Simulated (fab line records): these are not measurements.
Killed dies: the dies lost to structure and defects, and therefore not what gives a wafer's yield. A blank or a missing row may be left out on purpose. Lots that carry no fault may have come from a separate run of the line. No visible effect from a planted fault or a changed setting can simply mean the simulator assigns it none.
8D (eight disciplines) problem report, filled in by code || flow nandHarc || the parts of the form that need people (team, actions taken, sign-off) are left out

== 1. WHAT WENT WRONG ==
Mean of exposureDoseMJCm2 at NHARC_P_GATE_EXPOSE_23: 91.81 across 6 wafers in 2 lots; on wafers with no fault it is 93.90 (standard deviation 0.092). That is -23 standard deviations from the usual mean.
The step: exposes mask P GATE, target cd 120 nm.
First seen on wafer L457.3, day 7 04:35, on arfiScanner-02. The record has a number at this step for 18 wafers belonging to 6 lots. Rule for "out", or "out of limits": more than 4 standard deviations from the usual mean. The other wafers with a number count as sound.

== 2. WHAT IT IS AND WHAT IT IS NOT ==
{"question": "which readings at this step", "is": "exposureDoseMJCm2", "is not": "focusOffsetNm"}
{"question": "which lots", "is": "L457, L463", "is not": "L450, L453, L461, L471"}
{"question": "which wafers of those lots", "is": "all that have a number", "is not": "-"}
{"question": "read on which tools", "is": "arfiScanner-02", "is not": "arfiScanner-01, arfiScanner-03"}
{"question": "when", "is": "from day 7 04:35", "is not": "up to then (6 sound wafers); but 6 sound wafers of L461, L471 came after"}

== 3. SUSPECTS, AND WHAT RULES EACH OUT ==
Counting: a tool at any process step up to the reading remains a suspect when it ran all the lots that are out and ran no sound lot after the first of those.
- pecvd-01 at NHARC_P_GATE_DEP_103 (deposits SiON, target thk 30 nm): ruled out as a lasting fault. Following L457 (day 7 04:11), the first lot on it that is out, the sound lots L461, L471 were run on it.
- arfiScanner-02 at NHARC_P_GATE_EXPOSE_23 (exposes mask P GATE, target cd 120 nm): kept. All lots that are out passed through it, beginning with L457 at day 7 04:35, and no sound lot followed; its final sound lot before that point was L450 at day 5 11:22. Its own exposureDoseMJCm2 readings are out on those wafers.
Left after counting: arfiScanner-02 at NHARC_P_GATE_EXPOSE_23.

== 4. THE CAUSE (what the simulator had put in) ==
Process parameter drift: arfiScanner-02, from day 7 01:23 on, at NHARC_P_GATE_EXPOSE_23. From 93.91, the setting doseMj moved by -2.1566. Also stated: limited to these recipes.
The count eliminated every tool but this one.

== 5. SEQUENCE OF EFFECTS, ordered by route ==
One row per reading whose mean, taken over the struck wafers that have a number, lies over 3 standard deviations from the usual. Scope: only readings with a usual standard deviation given in the record; hours: median across lots of the time from each lot's start at the first step in this table that gives one to its start at this step; sigmas: change in usual standard deviations.
{"hours": 0, "step": "NHARC_P_GATE_EXPOSE_23", "reading": "exposureDoseMJCm2", "usual": 93.90, "on struck wafers": 91.81, "change": -2.09, "sigmas": -23}
It contains these process steps:
- NHARC_P_GATE_EXPOSE_23: exposes mask P GATE, target cd 120 nm.
At these later measuring or inspecting steps, every struck wafer for which the step has a row has a number for every such reading, and none has moved that far: NHARC_P_GATE_CD_MEAS_26, NHARC_P_GATE_OVL_MEAS_27, NHARC_P_GATE_INSPECT_28, NHARC_P_GATE_CD_MEAS_33, NHARC_END_SORT_01.

== 6. WHAT WOULD HAVE CAUGHT IT SOONER ==
First out-of-limits reading in this record: day 7 04:35, which is 3 hours after fault onset at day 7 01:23.
